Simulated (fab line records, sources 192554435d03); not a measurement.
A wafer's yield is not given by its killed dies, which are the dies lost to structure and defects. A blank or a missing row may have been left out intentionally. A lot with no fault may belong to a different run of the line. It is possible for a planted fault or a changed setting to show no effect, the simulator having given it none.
Which of the tools did it? / flow n5_finfet / 8 lots, 24 wafers sampled, at 1 step of a route of 1938

WHAT THE GAUGES READ, wafer by wafer
N5_BEOL_M4_RC_MEAS_101.
lot=L646; measured=day 9 10:52; on=prober-01; DIBL_N (mV/V)=39.2 37.8 38.8; DIBL_P (mV/V)=40.4 38.3 38.2; IOFF_N (nA/um)=0.20 0.17 0.19; IOFF_P (nA/um)=0.27 0.25 0.24; ION_N (uA/um)=688 676 675; ION_P (uA/um)=470 465 461; SS_N (mV/dec)=71.9 71.4 72.3; SS_P (mV/dec)=74.5 74.2 73.5; VT_N (mV)=246 248 252; VT_P (mV)=-246 -245 -248
lot=L651; measured=day 10 18:57; on=prober-01; DIBL_N (mV/V)=35.4 35.0 35.7; DIBL_P (mV/V)=36.1 35.7 36.6; IOFF_N (nA/um)=0.14 0.14 0.14; IOFF_P (nA/um)=0.17 0.17 0.18; ION_N (uA/um)=667 676 664; ION_P (uA/um)=452 460 452; SS_N (mV/dec)=71.0 71.0 71.4; SS_P (mV/dec)=73.5 72.2 73.3; VT_N (mV)=253 251 254; VT_P (mV)=-256 -255 -255
lot=L652; measured=day 11 06:13; on=prober-01; DIBL_N (mV/V)=34.2 34.6 36.7; DIBL_P (mV/V)=34.8 36.0 36.9; IOFF_N (nA/um)=0.14 0.15 0.18; IOFF_P (nA/um)=0.20 0.21 0.21; ION_N (uA/um)=666 688 687; ION_P (uA/um)=463 478 471; SS_N (mV/dec)=70.9 71.3 71.7; SS_P (mV/dec)=72.3 72.5 73.6; VT_N (mV)=250 248 247; VT_P (mV)=-249 -250 -254
lot=L656; measured=day 11 19:40; on=prober-01; DIBL_N (mV/V)=35.4 33.9 32.9; DIBL_P (mV/V)=35.8 34.5 33.4; IOFF_N (nA/um)=0.15 0.13 0.11; IOFF_P (nA/um)=0.21 0.18 0.17; ION_N (uA/um)=672 656 646; ION_P (uA/um)=465 454 457; SS_N (mV/dec)=71.2 70.8 70.6; SS_P (mV/dec)=73.1 72.5 72.7; VT_N (mV)=249 254 253; VT_P (mV)=-250 -250 -252
lot=L660; measured=day 12 20:27; on=prober-01; DIBL_N (mV/V)=34.9 34.4 35.2; DIBL_P (mV/V)=34.4 33.1 34.6; IOFF_N (nA/um)=0.14 0.12 0.13; IOFF_P (nA/um)=0.20 0.17 0.20; ION_N (uA/um)=658 654 660; ION_P (uA/um)=457 450 454; SS_N (mV/dec)=71.2 70.5 71.1; SS_P (mV/dec)=72.8 72.2 73.1; VT_N (mV)=252 254 251; VT_P (mV)=-249 -253 -250
lot=L661; measured=day 13 07:11; on=prober-02; DIBL_N (mV/V)=35.3 37.0 37.0; DIBL_P (mV/V)=34.9 37.4 35.8; IOFF_N (nA/um)=0.15 0.18 0.18; IOFF_P (nA/um)=0.23 0.26 0.23; ION_N (uA/um)=667 670 675; ION_P (uA/um)=470 470 465; SS_N (mV/dec)=71.1 71.5 71.3; SS_P (mV/dec)=73.2 73.6 73.6; VT_N (mV)=253 247 249; VT_P (mV)=-247 -247 -247
lot=L662; measured=day 13 12:44; on=prober-01; DIBL_N (mV/V)=36.8 38.2 37.3; DIBL_P (mV/V)=35.8 38.7 36.1; IOFF_N (nA/um)=0.18 0.21 0.17; IOFF_P (nA/um)=0.22 0.29 0.23; ION_N (uA/um)=676 685 675; ION_P (uA/um)=465 469 462; SS_N (mV/dec)=71.4 72.2 71.9; SS_P (mV/dec)=73.6 74.5 73.7; VT_N (mV)=247 244 249; VT_P (mV)=-247 -246 -249
lot=L664; measured=day 13 22:20; on=prober-02; DIBL_N (mV/V)=34.9 35.4 36.7; DIBL_P (mV/V)=36.0 36.3 38.3; IOFF_N (nA/um)=0.16 0.17 0.21; IOFF_P (nA/um)=0.20 0.21 0.24; ION_N (uA/um)=682 674 688; ION_P (uA/um)=463 461 463; SS_N (mV/dec)=71.6 71.3 72.0; SS_P (mV/dec)=73.4 74.2 73.9; VT_N (mV)=248 248 242; VT_P (mV)=-247 -248 -248

TOOL THAT RAN EACH LOT (tool first, then ch and the chambers of the sampled wafers, then the start)
No process step before these readings appears in the record.

AS READ BY THE TOOLS THEMSELVES (means over the sampled wafers that have a number; for cases with no such wafer, the mark the record gives instead)
The record holds no such reading with a usual standard deviation.

THE ANSWER, worked out from the rows above alone
Rule: usual is defined by the lots themselves. The widest of any qualifying gaps counts: lots, ordered by their means at a reading, are off when they make up no more than a third of the lots, leave a main group of 4 or more, and stand apart from it by 3 or more times the standard deviation of that group's means. A main group is skipped when, at the precision printed for the reading in the tables above, its means are all equal. A lot without any number at a reading at which 4 lots or more have one is off too. All remaining lots with rows at the step are treated as sound. After the gauges, taken in route order, come the tools' own readings; for these a lot's mean is taken, as printed above. The first step at which some lot is off is used, and at that step the reading that is off furthest; a lot without a number counts as furthest.
None of the lots is off at any reading shown; this tells nothing.

WHAT WAS PUT IN BY THE SIMULATOR
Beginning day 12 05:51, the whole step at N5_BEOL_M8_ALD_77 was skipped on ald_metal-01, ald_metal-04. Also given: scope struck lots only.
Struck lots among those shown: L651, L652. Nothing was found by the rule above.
